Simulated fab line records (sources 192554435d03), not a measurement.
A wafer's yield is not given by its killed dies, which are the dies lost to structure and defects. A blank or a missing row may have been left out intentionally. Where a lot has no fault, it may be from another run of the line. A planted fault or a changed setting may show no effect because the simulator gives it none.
Chamber matching || flow n5 finfet || ald metal-01 running N5_BEOL_M4_ALD_84: 4 sister chambers
The step deposits TaN, pulse time 2 s, purge time 3 s, co reactant purge time 2 s. 4 wafers are shown with their chamber, then 8 later ones without.

WAFERS, EACH WITH ITS CHAMBER
{"wafer": "L077.6", "chamber": 1, "heater power w (W)": 437}
{"wafer": "L078.6", "chamber": 2, "heater power w (W)": 476}
{"wafer": "L080.5", "chamber": 0, "heater power w (W)": 370}
{"wafer": "L082.2", "chamber": 3, "heater power w (W)": 435}

WAFERS WITH NO CHAMBER GIVEN
{"wafer": "L082.4", "heater power w (W)": 475}
{"wafer": "L082.5", "heater power w (W)": 481}
{"wafer": "L089.1", "heater power w (W)": 430}
{"wafer": "L089.5", "heater power w (W)": 377}
{"wafer": "L089.6", "heater power w (W)": 430}
{"wafer": "L092.1", "heater power w (W)": 433}
{"wafer": "L092.2", "heater power w (W)": 435}
{"wafer": "L092.3", "heater power w (W)": 372}

THE CHAMBER EACH PASSED THROUGH
{"wafer": "L082.4", "from the rows above": 2, "in truth": 2}
{"wafer": "L082.5", "from the rows above": 2, "in truth": 2}
{"wafer": "L089.1", "from the rows above": "can't be placed: 3 or 1", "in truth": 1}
{"wafer": "L089.5", "from the rows above": 0, "in truth": 0}
{"wafer": "L089.6", "from the rows above": "can't be placed: 3 or 1", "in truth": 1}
{"wafer": "L092.1", "from the rows above": "can't be placed: 3 or 1", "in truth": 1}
{"wafer": "L092.2", "from the rows above": "can't be placed: 3 or 1", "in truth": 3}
{"wafer": "L092.3", "from the rows above": 0, "in truth": 0}
4 of 8 placed correctly. Can't be placed from these rows: 4 (the true chamber is among the candidates in 4). Placed wrongly: 0.
How it was worked out, from the rows above alone: a wafer's distance from a chamber is the root of the sum, over the readings, of the square of ((its reading less the chamber's mean) divided by the reading's scatter). The wafer belongs to the nearest chamber; if the next one is less than 2 further off, it can't be placed. A chamber's mean is the mean of its shown wafers. The scatter: with one shown wafer a chamber, the root of the mean of the squares of how far each hidden wafer lies from its nearest shown one.
